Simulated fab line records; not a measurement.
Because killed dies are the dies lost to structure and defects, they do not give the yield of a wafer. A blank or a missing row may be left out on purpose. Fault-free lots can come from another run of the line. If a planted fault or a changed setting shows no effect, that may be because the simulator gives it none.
fab line records	flow n5_finfet
[record] lots = 24	wafers = 72	last_day = 18
route steps=1938 shown BEOL_M2@855
lots untouched by any fault: they come from a run of this same line in which no faults occurred
start_h: hours from the record's opening day to when the first of the lot's shown wafers began	wait_h: how many hours have passed since the lot's step before this one	" the same as in the row above	L1.1+2: a single row standing in for several wafers	- value missing, or start not given	* or withheld: withheld	< > ~ a bound
route shown NAME@n: NAME is a module with steps in the file, n the number in the route of the first one	usual: mean and standard deviation over wafers with no fault	same: alike in all rows	chamber/n: place in a boat	sites: each site's reading	_std_site: their standard deviation	_edge_site: mean of outer sites minus mean of inner sites	radius_mm: for every site, how far away it sits from the centre of the wafer	mask NAME#n: copy n	behind: tool/chamber where the wafer was last shaped	hold: the reason the lot was held/the length of the hold in hours/how it ended	device: whichever transistor did not switch (one of n, p or np)	end of line: the tests these same wafers got at the end of their route	a step with no rows: only its recipe	killed: dies that structure and defects cost at the first sort, which is not the same as the wafer's yield	map: dies across one wafer; x = killed, . = not, _ = none there
set.NAME: the setting that was run; set.NAME@STEP: the one run at that earlier step	model.NAME: the simulator's own value behind a step, which no gauge read
one table for each step of the route and one row for each wafer, over a sample of lots
services: a tool's chamber out of use, with start hour (start_h, from the record's first day; less than 0 if before it), hours out, and reason
[[steps]]
[step N5_BEOL_M2_OVL_MEAS_12]
[recipe] points_per_wafer = 522
[usual] M2_OVL = -0.2/0.66
lot.wafer	tool	chamber	start_h	wait_h	M2_OVL[nm]
L074.1	overlay-02	0	136.39	0.0	0.3
L074.3	"	0	"	"	-0.1
L074.4	"	0	"	"	-1.1
L075.1	overlay-02	0	140.13	0.0	-0.4
L075.4	"	0	"	"	0.5
L075.6	"	0	"	"	1.1
L077.3	overlay-01	0	148.42	0.0	-0.5
L077.5	"	0	"	"	0.5
L077.6	"	0	"	"	0.5
L076.4	overlay-01	0	148.59	0.0	-0.4
L076.5	"	0	"	"	-0.8
L076.6	"	0	"	"	0.1
L078.1	overlay-01	0	158.17	0.0	0.4
L078.2	"	0	"	"	0.9
L078.3	"	0	"	"	-0.1
L079.2	overlay-02	0	167.94	0.0	0.0
L079.4	"	0	"	"	-0.7
L079.5	"	0	"	"	-0.2
L080.1	overlay-01	0	176.11	0.0	-0.8
L080.4	"	0	"	"	-2.2
L080.5	"	0	"	"	-1.4
L082.1	overlay-01	0	190.03	0.0	-0.1
L082.3	"	0	"	"	-0.8
L082.4	"	0	"	"	-0.3
L081.1	overlay-01	0	194.45	0.0	-0.3
L081.2	"	0	"	"	-0.2
L081.6	"	0	"	"	-0.8
L083.3	overlay-02	0	200.53	0.0	-0.8
L083.5	"	0	"	"	0.3
L083.6	"	0	"	"	0.2
L084.1	overlay-01	0	200.59	0.0	0.3
L084.2	"	0	"	"	0.1
L084.5	"	0	"	"	0.2
L086.3	overlay-02	0	208.52	0.0	0.3
L086.4	"	0	"	"	-0.6
L086.6	"	0	"	"	-0.1
L085.2	overlay-02	0	210.28	0.0	0.8
L085.4	"	0	"	"	-0.2
L085.6	"	0	"	"	0.4
L088.2	overlay-01	0	217.67	0.0	-0.5
L088.4	"	0	"	"	0.2
L088.6	"	0	"	"	-0.3
L087.2	overlay-01	0	221.53	0.0	-1.2
L087.4	"	0	"	"	-1.3
L087.6	"	0	"	"	-0.3
L089.1	overlay-01	0	224.64	0.0	0.8
L089.3	"	0	"	"	-1.4
L089.6	"	0	"	"	-0.2
L090.2	overlay-02	0	227.37	0.0	-0.6
L090.3	"	0	"	"	-1.4
L090.5	"	0	"	"	-0.7
L091.3	overlay-01	0	230.86	0.0	0.5
L091.4	"	0	"	"	-0.3
L091.6	"	0	"	"	0.3
L092.2	overlay-02	0	235.71	0.0	-0.2
L092.3	"	0	"	"	-0.2
L092.5	"	0	"	"	-1.0
L093.2	overlay-01	0	252.55	0.0	0.3
L093.5	"	0	"	"	0.1
L093.6	"	0	"	"	0.5
L094.2	overlay-01	0	268.80	0.0	-0.4
L094.4	"	0	"	"	-0.9
L094.5	"	0	"	"	-0.6
L095.1	overlay-02	0	274.66	0.0	0.5
L095.2	"	0	"	"	1.1
L095.3	"	0	"	"	0.5
L097.1	overlay-02	0	276.60	0.0	0.1
L097.3	"	0	"	"	-0.3
L097.4	"	0	"	"	0.2
L096.3	overlay-01	0	281.47	0.0	-0.8
L096.5	"	0	"	"	-0.9
L096.6	"	0	"	"	-2.1
[step N5_BEOL_M2_ETCHBACK_99]
[recipe] chemistry = CHF3	target = SiO2	target_depth_a = 50	time_s = 10.4	source_w = 215	bias_w = 47	Ar_flow_sccm = 200	CHF3_flow_sccm = 12	ion_energy_ev = 100	pressure_mtorr = 30
[usual] drypump_motor_current_A = 5.7/0.41	oes_f_703_au = 0.80/0.083	oes_product_au = 0.80/0.084	rf_vpp_V = 238/7	showerhead_plenum_p_Torr = 2.15/0.066	throttle_valve_pct = 16.98/0.18
lot.wafer	tool	chamber	start_h	wait_h	drypump_motor_current_A	oes_f_703_au	oes_product_au	rf_hours_counter_h	rf_vpp_V	showerhead_plenum_p_Torr	throttle_valve_pct
L074.1	rie_diel-04	0	141.05	3.4	6.0	0.80	0.79	106	235	2.09	16.88
L074.3	"	2	"	"	6.0	0.74	0.72	172	237	2.13	16.77
L074.4	"	3	"	"	5.2	0.83	0.84	77	232	2.10	17.15
L075.1	rie_diel-06	3	141.52	0.1	5.1	0.86	0.89	35	233	2.10	16.97
L075.4	"	0	"	"	5.2	0.72	0.71	190	231	2.24	16.89
L075.6	"	1	"	"	6.4	1.01	0.93	-	232	2.27	16.79
L077.3	rie_diel-01	0	151.06	1.2	5.2	0.83	0.85	59	249	2.26	16.89
L077.5	"	3	"	"	6.1	0.71	0.71	-	245	2.09	17.05
L077.6	"	0	"	"	5.2	0.84	0.85	-	247	2.26	16.90
L076.4	rie_diel-01	0	152.37	2.4	5.2	0.84	0.86	59	246	2.26	16.91
L076.5	"	1	"	"	5.3	0.71	0.71	-	245	2.12	17.44
L076.6	"	0	"	"	5.1	0.84	0.86	-	247	2.26	16.89
L078.1	rie_diel-04	2	160.29	0.4	6.0	0.74	0.72	180	237	2.13	16.77
L078.2	"	3	"	"	5.2	0.83	0.84	85	233	2.10	17.16
L078.3	"	1	"	"	5.8	0.65	0.68	238	252	2.22	17.38
L079.2	rie_diel-04	3	184.68	15.5	5.1	0.81	0.82	92	234	2.09	17.19
L079.4	"	2	"	"	6.0	0.73	0.69	188	237	2.13	16.79
L079.5	"	3	"	"	5.1	0.82	0.82	-	233	2.10	17.19
L080.1	rie_diel-04	1	195.08	17.0	5.8	0.64	0.67	250	251	2.22	17.42
L080.4	"	1	"	"	5.8	0.64	0.66	-	254	2.22	17.41
L080.5	"	0	"	"	6.0	0.78	0.77	-	233	2.09	16.91
L082.1	rie_diel-06	1	196.93	5.7	6.3	0.96	0.88	31	231	2.26	16.82
L082.3	"	2	"	"	5.8	0.88	0.86	70	239	2.18	16.93
L082.4	"	3	"	"	5.1	0.83	0.85	54	233	2.09	17.00
L081.1	rie_diel-01	0	199.64	3.9	5.2	0.82	0.82	80	248	2.25	16.94
L081.2	"	2	"	"	5.6	0.86	0.86	60	230	2.08	16.80
L081.6	"	3	"	"	6.1	0.69	0.69	-	244	2.08	17.09
L083.3	rie_diel-04	0	203.35	1.7	5.9	0.78	0.77	130	233	2.08	16.89
L083.5	"	0	"	"	5.9	0.78	0.77	-	233	2.09	16.91
L083.6	"	3	"	"	5.1	0.82	0.82	-	232	2.09	17.18
L084.1	rie_diel-04	0	209.20	7.0	5.9	0.78	0.78	133	233	2.08	16.92
L084.2	"	3	"	"	5.1	0.81	0.83	98	233	2.09	17.20
L084.5	"	3	"	"	5.2	0.82	0.82	-	233	2.09	17.21
L086.3	rie_diel-04	1	215.96	6.0	5.8	0.91	0.98	1	252	2.22	16.97
L086.4	"	3	"	"	5.1	0.81	0.82	102	234	2.09	17.20
L086.6	"	1	"	"	5.8	0.90	0.96	-	253	2.22	16.96
L085.2	rie_diel-01	0	215.99	4.2	5.2	0.81	0.81	88	248	2.25	16.94
L085.4	"	2	"	"	5.5	0.85	0.83	-	232	2.08	16.80
L085.6	"	0	"	"	5.2	0.80	0.80	-	247	2.25	16.95
L088.2	rie_diel-06	1	226.50	7.5	6.4	0.93	0.88	41	232	2.26	16.85
L088.4	"	2	"	"	5.8	0.88	0.86	80	242	2.18	16.95
L088.6	"	3	"	"	5.0	0.81	0.85	-	231	2.09	17.03
L087.2	rie_diel-04	3	230.85	8.0	5.2	0.81	0.82	106	234	2.09	17.22
L087.4	"	2	"	"	6.0	0.71	0.69	207	236	2.12	16.82
L087.6	"	1	"	"	5.8	0.88	0.95	-	254	2.21	16.98
L089.1	rie_diel-04	0	233.79	7.8	6.0	0.77	0.78	142	234	2.08	16.94
L089.3	"	2	"	"	6.0	0.72	0.70	208	237	2.12	16.82
L089.6	"	2	"	"	6.0	0.72	0.69	-	239	2.12	16.83
L090.2	rie_diel-04	3	238.92	10.3	5.2	0.80	0.81	109	233	2.09	17.23
L090.3	"	2	"	"	6.0	0.71	0.69	210	236	2.12	16.83
L090.5	"	3	"	"	5.1	0.81	0.80	-	232	2.09	17.22
L091.3	rie_diel-06	0	238.96	6.5	5.2	0.70	0.69	226	232	2.22	16.96
L091.4	"	2	"	"	5.8	0.87	0.85	84	239	2.18	16.95
L091.6	"	1	"	"	6.4	0.93	0.87	-	230	2.26	16.85
L092.2	rie_diel-01	0	248.04	11.1	5.2	0.79	0.79	102	245	2.24	16.97
L092.3	"	3	"	"	6.1	0.96	0.96	9	244	2.08	16.52
L092.5	"	3	"	"	6.1	0.97	0.96	-	243	2.08	16.50
L093.2	rie_diel-01	1	261.29	2.5	5.3	0.96	0.94	4	245	2.11	17.00
L093.5	"	0	"	"	5.2	0.78	0.79	-	247	2.24	16.99
L093.6	"	1	"	"	5.3	0.96	0.95	-	245	2.11	16.99
L094.2	rie_diel-06	0	274.21	4.1	5.2	0.70	0.69	236	233	2.22	17.00
L094.4	"	3	"	"	5.0	0.80	0.83	80	232	2.09	17.06
L094.5	"	3	"	"	5.1	0.79	0.82	-	231	2.08	17.06
L095.1	rie_diel-04	3	280.41	4.1	5.1	0.79	0.79	122	233	2.09	17.24
L095.2	"	2	"	"	6.0	0.71	0.68	224	236	2.11	16.85
L095.3	"	1	"	"	5.8	0.83	0.90	23	251	2.21	17.02
L097.1	rie_diel-04	2	287.88	9.7	6.0	0.71	0.67	227	236	2.11	16.85
L097.3	"	3	"	"	5.1	0.79	0.79	124	233	2.08	17.25
L097.4	"	0	"	"	5.9	0.76	0.75	159	234	2.08	16.95
L096.3	rie_diel-06	1	288.12	5.2	6.3	0.91	0.84	61	232	2.25	16.88
L096.5	"	2	"	"	5.8	0.86	0.82	-	239	2.17	16.99
L096.6	"	3	"	"	5.0	0.79	0.82	-	232	2.08	17.08
[step N5_BEOL_M2_ANNEAL_49]
[recipe] temp_c = 400	time_s = 240	ambient = vacuum
[usual] heater_power_w = 825/63
lot.wafer	tool	chamber	start_h	wait_h	heater_power_w
L074.1	pvd_sputter-03	-	142.45	0.0	963
L074.3	"	-	"	"	792
L074.4	"	-	"	"	814
L075.1	pvd_sputter-03	-	144.29	0.0	948
L075.4	"	-	"	"	773
L075.6	"	-	"	"	756
L077.3	pvd_sputter-03	-	153.20	0.0	769
L077.5	"	-	"	"	943
L077.6	"	-	"	"	761
L076.4	pvd_sputter-02	-	154.65	0.1	802
L076.5	"	-	"	"	874
L076.6	"	-	"	"	829
L078.1	pvd_sputter-03	-	163.20	0.0	770
L078.2	"	-	"	"	760
L078.3	"	-	"	"	929
L079.2	pvd_sputter-01	-	188.00	0.0	772
L079.4	"	-	"	"	825
L079.5	"	-	"	"	802
L080.1	pvd_sputter-01	-	198.02	0.0	753
L080.4	"	-	"	"	755
L080.5	"	-	"	"	785
L082.1	pvd_sputter-02	-	200.61	0.0	876
L082.3	"	-	"	"	799
L082.4	"	-	"	"	801
L081.1	pvd_sputter-01	-	201.80	0.0	937
L081.2	"	-	"	"	823
L081.6	"	-	"	"	814
L083.3	pvd_sputter-02	-	205.63	0.0	808
L083.5	"	-	"	"	821
L083.6	"	-	"	"	784
L084.1	pvd_sputter-03	-	211.17	0.0	808
L084.2	"	-	"	"	916
L084.5	"	-	"	"	780
L086.3	pvd_sputter-02	-	217.29	0.0	817
L086.4	"	-	"	"	862
L086.6	"	-	"	"	809
L085.2	pvd_sputter-02	-	219.13	0.0	825
L085.4	"	-	"	"	862
L085.6	"	-	"	"	821
L088.2	pvd_sputter-01	-	229.97	0.0	822
L088.4	"	-	"	"	902
L088.6	"	-	"	"	778
L087.2	pvd_sputter-02	-	232.39	0.0	791
L087.4	"	-	"	"	817
L087.6	"	-	"	"	778
L089.1	pvd_sputter-01	-	235.10	0.0	826
L089.3	"	-	"	"	934
L089.6	"	-	"	"	802
L090.2	pvd_sputter-01	-	241.73	0.0	942
L090.3	"	-	"	"	791
L090.5	"	-	"	"	917
L091.3	pvd_sputter-01	-	243.57	0.0	771
L091.4	"	-	"	"	800
L091.6	"	-	"	"	798
L092.2	pvd_sputter-01	-	249.55	0.0	787
L092.3	"	-	"	"	771
L092.5	"	-	"	"	928
L093.2	pvd_sputter-01	-	262.90	0.0	934
L093.5	"	-	"	"	799
L093.6	"	-	"	"	779
L094.2	pvd_sputter-01	-	275.82	0.0	934
L094.4	"	-	"	"	766
L094.5	"	-	"	"	785
L095.1	pvd_sputter-01	-	283.94	0.0	768
L095.2	"	-	"	"	776
L095.3	"	-	"	"	806
L097.1	pvd_sputter-01	-	289.57	0.0	763
L097.3	"	-	"	"	822
L097.4	"	-	"	"	777
L096.3	pvd_sputter-02	-	289.93	0.0	801
L096.5	"	-	"	"	878
L096.6	"	-	"	"	819
[step N5_BEOL_M2_ANNEAL_91]
[recipe] temp_c = 400	time_s = 240	ambient = vacuum
[usual] heater_power_w = 823/63
lot.wafer	tool	chamber	start_h	wait_h	heater_power_w
L074.1	pvd_sputter-03	-	143.55	0.0	928
L074.3	"	-	"	"	788
L074.4	"	-	"	"	798
L075.1	pvd_sputter-03	-	145.39	0.0	948
L075.4	"	-	"	"	794
L075.6	"	-	"	"	750
L077.3	pvd_sputter-03	-	154.30	0.0	762
L077.5	"	-	"	"	934
L077.6	"	-	"	"	760
L076.4	pvd_sputter-02	-	155.75	0.1	774
L076.5	"	-	"	"	870
L076.6	"	-	"	"	829
L078.1	pvd_sputter-03	-	164.30	0.0	762
L078.2	"	-	"	"	751
L078.3	"	-	"	"	937
L079.2	pvd_sputter-01	-	189.10	0.0	793
L079.4	"	-	"	"	797
L079.5	"	-	"	"	796
L080.1	pvd_sputter-01	-	199.12	0.0	766
L080.4	"	-	"	"	770
L080.5	"	-	"	"	795
L082.1	pvd_sputter-02	-	201.71	0.0	866
L082.3	"	-	"	"	783
L082.4	"	-	"	"	793
L081.1	pvd_sputter-01	-	202.90	0.0	951
L081.2	"	-	"	"	819
L081.6	"	-	"	"	832
L083.3	pvd_sputter-02	-	206.73	0.0	806
L083.5	"	-	"	"	860
L083.6	"	-	"	"	825
L084.1	pvd_sputter-03	-	212.27	0.0	816
L084.2	"	-	"	"	952
L084.5	"	-	"	"	767
L086.3	pvd_sputter-02	-	218.39	0.0	819
L086.4	"	-	"	"	866
L086.6	"	-	"	"	826
L085.2	pvd_sputter-02	-	220.23	0.0	819
L085.4	"	-	"	"	866
L085.6	"	-	"	"	854
L088.2	pvd_sputter-01	-	231.07	0.0	804
L088.4	"	-	"	"	928
L088.6	"	-	"	"	798
L087.2	pvd_sputter-02	-	233.49	0.0	792
L087.4	"	-	"	"	813
L087.6	"	-	"	"	775
L089.1	pvd_sputter-01	-	236.20	0.0	809
L089.3	"	-	"	"	942
L089.6	"	-	"	"	814
L090.2	pvd_sputter-01	-	242.83	0.0	934
L090.3	"	-	"	"	769
L090.5	"	-	"	"	939
L091.3	pvd_sputter-01	-	244.67	0.0	779
L091.4	"	-	"	"	815
L091.6	"	-	"	"	804
L092.2	pvd_sputter-01	-	250.65	0.0	788
L092.3	"	-	"	"	781
L092.5	"	-	"	"	956
L093.2	pvd_sputter-01	-	264.00	0.0	929
L093.5	"	-	"	"	827
L093.6	"	-	"	"	766
L094.2	pvd_sputter-01	-	276.92	0.0	943
L094.4	"	-	"	"	771
L094.5	"	-	"	"	784
L095.1	pvd_sputter-01	-	285.04	0.0	789
L095.2	"	-	"	"	772
L095.3	"	-	"	"	789
L097.1	pvd_sputter-01	-	290.67	0.0	775
L097.3	"	-	"	"	820
L097.4	"	-	"	"	778
L096.3	pvd_sputter-02	-	291.03	0.0	796
L096.5	"	-	"	"	842
L096.6	"	-	"	"	779
[step N5_BEOL_M2_ANNEAL_93]
[recipe] temp_c = 400	time_s = 240	ambient = vacuum
[usual] heater_power_w = 825/63
lot.wafer	tool	chamber	start_h	wait_h	heater_power_w
L074.1	pvd_sputter-03	-	143.77	0.0	969
L074.3	"	-	"	"	771
L074.4	"	-	"	"	803
L075.1	pvd_sputter-03	-	145.61	0.0	963
L075.4	"	-	"	"	801
L075.6	"	-	"	"	777
L077.3	pvd_sputter-03	-	154.52	0.0	758
L077.5	"	-	"	"	931
L077.6	"	-	"	"	760
L076.4	pvd_sputter-02	-	155.97	0.1	801
L076.5	"	-	"	"	858
L076.6	"	-	"	"	825
L078.1	pvd_sputter-03	-	164.52	0.0	802
L078.2	"	-	"	"	747
L078.3	"	-	"	"	925
L079.2	pvd_sputter-01	-	189.32	0.0	779
L079.4	"	-	"	"	818
L079.5	"	-	"	"	803
L080.1	pvd_sputter-01	-	199.34	0.0	788
L080.4	"	-	"	"	775
L080.5	"	-	"	"	803
L082.1	pvd_sputter-02	-	201.93	0.0	861
L082.3	"	-	"	"	793
L082.4	"	-	"	"	798
L081.1	pvd_sputter-01	-	203.12	0.0	927
L081.2	"	-	"	"	804
L081.6	"	-	"	"	801
L083.3	pvd_sputter-02	-	206.95	0.0	795
L083.5	"	-	"	"	830
L083.6	"	-	"	"	806
L084.1	pvd_sputter-03	-	212.49	0.0	810
L084.2	"	-	"	"	948
L084.5	"	-	"	"	766
L086.3	pvd_sputter-02	-	218.61	0.0	810
L086.4	"	-	"	"	859
L086.6	"	-	"	"	830
L085.2	pvd_sputter-02	-	220.45	0.0	837
L085.4	"	-	"	"	861
L085.6	"	-	"	"	807
L088.2	pvd_sputter-01	-	231.29	0.0	817
L088.4	"	-	"	"	942
L088.6	"	-	"	"	759
L087.2	pvd_sputter-02	-	233.71	0.0	780
L087.4	"	-	"	"	816
L087.6	"	-	"	"	787
L089.1	pvd_sputter-01	-	236.42	0.0	820
L089.3	"	-	"	"	909
L089.6	"	-	"	"	795
L090.2	pvd_sputter-01	-	243.05	0.0	934
L090.3	"	-	"	"	754
L090.5	"	-	"	"	932
L091.3	pvd_sputter-01	-	244.89	0.0	770
L091.4	"	-	"	"	812
L091.6	"	-	"	"	845
L092.2	pvd_sputter-01	-	250.87	0.0	783
L092.3	"	-	"	"	785
L092.5	"	-	"	"	931
L093.2	pvd_sputter-01	-	264.22	0.0	960
L093.5	"	-	"	"	806
L093.6	"	-	"	"	773
L094.2	pvd_sputter-01	-	277.14	0.0	946
L094.4	"	-	"	"	782
L094.5	"	-	"	"	765
L095.1	pvd_sputter-01	-	285.26	0.0	744
L095.2	"	-	"	"	765
L095.3	"	-	"	"	818
L097.1	pvd_sputter-01	-	290.89	0.0	765
L097.3	"	-	"	"	818
L097.4	"	-	"	"	769
L096.3	pvd_sputter-02	-	291.25	0.0	803
L096.5	"	-	"	"	872
L096.6	"	-	"	"	791
[step N5_BEOL_M2_DEP_57]
[recipe] material = SiCN	target_thk_a = 80	temp_c = withheld	precursor = 3MS/NH3	pressure_torr = 3	rf_w = 202	time_s = 14
[usual] chamber_pressure_Torr = 3.001/0.0071	showerhead_plenum_p_Torr = 3.662/0.011	throttle_valve_pct = 9.0/0.53
lot.wafer	tool	chamber	start_h	wait_h	chamber_pressure_Torr	showerhead_plenum_p_Torr	since_wet_clean_h	throttle_valve_pct
L074.1	pecvd-02	0	145.11	0.0	2.996	3.665	849	9.1
L074.3	"	2	"	"	2.988	3.658	95	8.4
L074.4	"	2	"	"	2.996	3.661	-	8.4
L075.1	pecvd-03	0	147.13	0.0	2.991	3.676	670	8.8
L075.4	"	2	"	"	2.996	3.654	-	9.0
L075.6	"	0	"	"	3.001	3.676	-	8.8
L077.3	pecvd-01	2	155.93	0.0	3.007	3.680	285	8.3
L077.5	"	2	"	"	2.996	3.693	-	8.7
L077.6	"	1	"	"	2.991	3.652	-	9.1
L076.4	pecvd-02	1	157.32	0.0	2.992	3.664	-	10.2
L076.5	"	2	"	"	2.994	3.674	-	8.3
L076.6	"	0	"	"	2.999	3.659	-	9.0
L078.1	pecvd-02	0	165.87	0.0	3.004	3.652	870	9.3
L078.2	"	2	"	"	3.002	3.665	116	8.3
L078.3	"	1	"	"	2.997	3.659	1595	9.9
L079.2	pecvd-02	1	190.66	0.0	3.003	3.643	1620	10.1
L079.4	"	0	"	"	2.992	3.651	-	9.1
L079.5	"	1	"	"	3.004	3.647	-	9.7
L080.1	pecvd-02	2	200.76	0.0	2.996	3.655	151	8.4
L080.4	"	0	"	"	3.007	3.656	-	9.4
L080.5	"	1	"	"	2.982	3.665	-	9.8
L082.1	pecvd-03	0	203.28	0.0	3.003	3.676	726	8.7
L082.3	"	0	"	"	3.001	3.669	-	8.6
L082.4	"	1	"	"	2.998	3.648	-	9.0
L081.1	pecvd-01	1	204.54	0.0	3.003	3.658	1815	9.1
L081.2	"	2	"	"	2.994	3.683	333	8.7
L081.6	"	0	"	"	3.003	3.661	-	8.8
L083.3	pecvd-02	0	208.35	0.0	2.998	3.665	-	9.1
L083.5	"	1	"	"	3.005	3.645	-	10.1
L083.6	"	0	"	"	2.997	3.651	-	9.1
L084.1	pecvd-01	2	214.02	0.0	3.003	3.689	343	8.8
L084.2	"	0	"	"	3.005	3.665	1099	8.9
L084.5	"	1	"	"	3.004	3.647	-	9.0
L086.3	pecvd-03	1	220.00	0.0	2.993	3.655	-	9.3
L086.4	"	0	"	"	3.002	3.683	-	8.7
L086.6	"	0	"	"	2.991	3.662	-	8.4
L085.2	pecvd-01	2	221.83	0.0	2.998	3.678	351	8.7
L085.4	"	1	"	"	3.002	3.652	-	8.9
L085.6	"	0	"	"	3.014	3.666	-	8.7
L088.2	pecvd-01	0	232.64	0.0	3.008	3.661	1118	8.7
L088.4	"	2	"	"	3.014	3.684	-	8.8
L088.6	"	0	"	"	2.995	3.659	-	8.8
L087.2	pecvd-03	1	235.08	0.0	2.999	3.648	1483	9.2
L087.4	"	2	"	"	2.985	3.659	-	8.4
L087.6	"	1	"	"	3.007	3.648	-	9.3
L089.1	pecvd-01	2	237.83	0.0	3.009	3.681	367	8.9
L089.3	"	1	"	"	3.012	3.654	1848	9.2
L089.6	"	2	"	"	2.994	3.683	-	8.9
L090.2	pecvd-02	1	244.40	0.0	2.997	3.657	1673	9.7
L090.3	"	2	"	"	3.005	3.665	194	8.3
L090.5	"	1	"	"	2.992	3.654	-	9.9
L091.3	pecvd-01	1	246.23	0.0	2.988	3.652	1856	9.1
L091.4	"	0	"	"	3.019	3.660	-	8.7
L091.6	"	1	"	"	3.001	3.658	-	9.1
L092.2	pecvd-03	0	252.22	0.0	3.005	3.688	775	8.5
L092.3	"	1	"	"	3.013	3.653	1500	9.3
L092.5	"	0	"	"	3.012	3.673	-	8.5
L093.2	pecvd-02	2	265.84	0.0	3.011	3.659	216	8.2
L093.5	"	0	"	"	3.002	3.654	-	9.3
L093.6	"	1	"	"	3.003	3.656	-	10.2
L094.2	pecvd-01	2	278.49	0.0	3.007	3.689	407	9.0
L094.4	"	2	"	"	2.998	3.681	-	8.6
L094.5	"	0	"	"	3.002	3.664	-	8.7
L095.1	pecvd-02	0	286.69	0.0	2.991	3.658	991	9.5
L095.2	"	2	"	"	3.006	3.661	237	8.5
L095.3	"	1	"	"	2.995	3.654	1716	10.1
L097.1	pecvd-03	2	292.25	0.0	3.002	3.652	61	8.4
L097.3	"	1	"	"	2.999	3.660	1540	8.9
L097.4	"	2	"	"	3.006	3.661	-	8.6
L096.3	pecvd-02	2	292.88	0.0	3.005	3.665	243	8.5
L096.5	"	2	"	"	3.008	3.667	-	8.3
L096.6	"	0	"	"	2.996	3.662	-	9.3
[[services]]
tool	chamber	start_h	hours	kind
rie_diel-04	3	122.87	3.9	repair
rie_diel-04	-	126.60	2.8	pm
pecvd-03	0	130.76	2.1	scheduled_down
pvd_sputter-03	-	137.19	0.5	repair
rie_diel-01	-	144.78	4.3	pm
pvd_sputter-01	-	172.98	11.1	repair
rie_diel-06	3	173.08	5.7	repair
pecvd-02	0	175.39	2.1	scheduled_down
pecvd-03	-	183.37	1.1	repair
pecvd-02	2	185.05	3.7	repair
rie_diel-04	3	185.80	9.3	repair
pecvd-01	2	189.61	5.5	scheduled_down
rie_diel-04	1	195.45	-	clean
rie_diel-04	1	195.45	-	consumable_replace:focus_ring
rie_diel-04	1	195.45	17.4	scheduled_down
rie_diel-04	1	195.45	17.4	vent_cycle
pecvd-02	2	206.92	5.5	scheduled_down
rie_diel-06	-	221.57	2.8	pm
pecvd-02	-	222.48	6.0	pm
pecvd-01	-	224.41	0.5	repair
pecvd-01	1	254.45	48.9	repair
rie_diel-06	-	256.88	0.1	repair
pecvd-01	2	264.95	6.6	repair
rie_diel-01	-	284.58	0.4	repair
[[key]]
fault none
